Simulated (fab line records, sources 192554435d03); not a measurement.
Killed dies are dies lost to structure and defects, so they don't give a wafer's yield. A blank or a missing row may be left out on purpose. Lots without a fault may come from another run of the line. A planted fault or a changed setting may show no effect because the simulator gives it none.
Split-lot experiment | flow n5_finfet | 7 lots, 21 wafers read, on a route of 1938 steps

THE SPLIT
At N5_BEOL_M8_PECVD_70 (deposits SiO2 from TEOS/O2, target thk 20 nm, time 22.7 s), the setting temp_c was moved away from the recipe's 400 C on 6 of the 21 wafers read, by -1.3% to +4.1%. The other wafers ran this setting at the recipe's value.

FROM THE SPLIT TO THE READING: what the file shows between them, 2 steps
- N5_BEOL_M8_DEVELOP_10: develop time 30 s (also split here: develop_time_s)
- N5_BEOL_M8_STRIP_80: strips in N2/H2, time 10 s

THE READING
SiO2_of_BEOL_M8_PECVD_70.thk_nm (the simulator's own value, which no gauge read), in nm, at N5_BEOL_M8_HM_STRIP_39 (strips TiN in peroxide tin strip, target depth 25 nm, time 158 s). The file gives no usual value for it. The 15 wafers here that ran the recipe average 20.1 nm, standard deviation 0.35 nm.

wafer  | tool, chamber at the split | temp_c as run, C | against the recipe | SiO2_of_BEOL_M8_PECVD_70.thk_nm, nm | against lot-mates on the recipe
L079.1 | pecvd-03, 2,1              | 394.7            | -1.3%              | 20.6                                | +0.4
L079.3 | pecvd-03, 2,1              | 394.7            | -1.3%              | 20.6                                | +0.4
L079.5 | pecvd-03, 1                | 400              | recipe             | 20.2                                | -
L082.1 | pecvd-04, 2                | 416.3            | +4.1%              | 17.4                                | -2.3
L082.2 | pecvd-04, 1                | 400              | recipe             | 19.4                                | -
L082.4 | pecvd-04, 2                | 400              | recipe             | 20                                  | -
L083.1 | pecvd-04, 2                | 400              | recipe             | 19.6                                | -
L083.3 | pecvd-04, 0,2              | 400              | recipe             | 20                                  | -
L083.6 | pecvd-04, 0,2              | 400              | recipe             | 20                                  | -
L089.3 | pecvd-03, 0                | 400              | recipe             | 20                                  | -
L089.5 | pecvd-03, 1,0              | 400              | recipe             | 20.4                                | -
L089.6 | pecvd-03, 1,0              | 400              | recipe             | 20.4                                | -
L090.2 | pecvd-03, 1                | 400              | recipe             | 20.2                                | -
L090.3 | pecvd-03, 0,1              | 405.6            | +1.4%              | 19.2                                | -1.0
L090.4 | pecvd-03, 0,1              | 405.6            | +1.4%              | 19.2                                | -1.0
L094.2 | pecvd-03, 1                | 407.7            | +1.9%              | 19.4                                | -0.9
L094.3 | pecvd-03, 2                | 400              | recipe             | 20                                  | -
L094.5 | pecvd-03, 0                | 400              | recipe             | 20.6                                | -
L095.1 | pecvd-03, 0                | 400              | recipe             | 19.4                                | -
L095.3 | pecvd-03, 1                | 400              | recipe             | 20.4                                | -
L095.4 | pecvd-03, 0                | 400              | recipe             | 20.2                                | -
Where a row lists several chambers, the file gives one row for several wafers and doesn't say which wafer went through which chamber.

THE FIT
A straight line over all 21 wafers: SiO2_of_BEOL_M8_PECVD_70.thk_nm changes by -0.569 nm for each +1% of temp_c; r = -0.89; the points scatter about the line by 0.34 nm.
The same after taking each lot's own level away (the mean of its wafers on the recipe; 21 wafers): -0.527 nm for each +1%; r = -0.91; scatter 0.27 nm.
On that fit, the largest move of temp_c shifts the reading by 2.1 nm.
The lots' own levels span 19.70 to 20.30 nm, that is 1.7 times the standard deviation above.
So the lot-to-lot level changes the slope little: the two slopes agree.
Check: with one of the wafers moved furthest among these (+4.1%) left out of the fit, the line predicts -2.06 nm for it against its lot-mates. It came out at -2.3 nm against them.

OTHER SPLITS ON THESE WAFERS
These wafers also went through other splits before the reading. Each is held against what the fit with the lots' levels taken away leaves over:
other split on the same wafers       | wafers away from the commonest value | r with SiO2_of_BEOL_M8_PECVD_70.thk_nm (lot level and that fit taken away)
N5_BEOL_M6_ETCH_66 bias_w            | 4                                    | +0.12
N5_BEOL_M6_TRENCH_ETCH_37 time_s     | 7                                    | -0.25
N5_BEOL_M7_COAT_71 spin_rpm          | 6                                    | +0.11
N5_BEOL_M7_EXPOSE_25 dose_mj         | 5                                    | +0.04
N5_BEOL_M8_DEVELOP_10 develop_time_s | 3                                    | +0.21

THE WHOLE CHAIN: every reading that the file lists as answering this split, in the file's order
step                   | what it does                                                     | reading                                                                          | change (the file's fit)               | r (the file's)
N5_BEOL_M8_PECVD_70    | deposits SiO2 from TEOS/O2, target thk 20 nm, time 22.7 s        | SiO2_of_BEOL_M8_PECVD_70.thk_nm (the simulator's own value, which no gauge read) | -0.551 nm for each +1% of the setting | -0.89
N5_BEOL_M8_HM_STRIP_39 | strips TiN in peroxide tin strip, target depth 25 nm, time 158 s | SiO2_of_BEOL_M8_PECVD_70.thk_nm (the simulator's own value, which no gauge read) | -0.543 nm for each +1% of the setting | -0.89

THE FILE'S OWN FIT
SiO2_of_BEOL_M8_PECVD_70.thk_nm changes by -0.543 nm for each +1% of temp_c, r = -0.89.
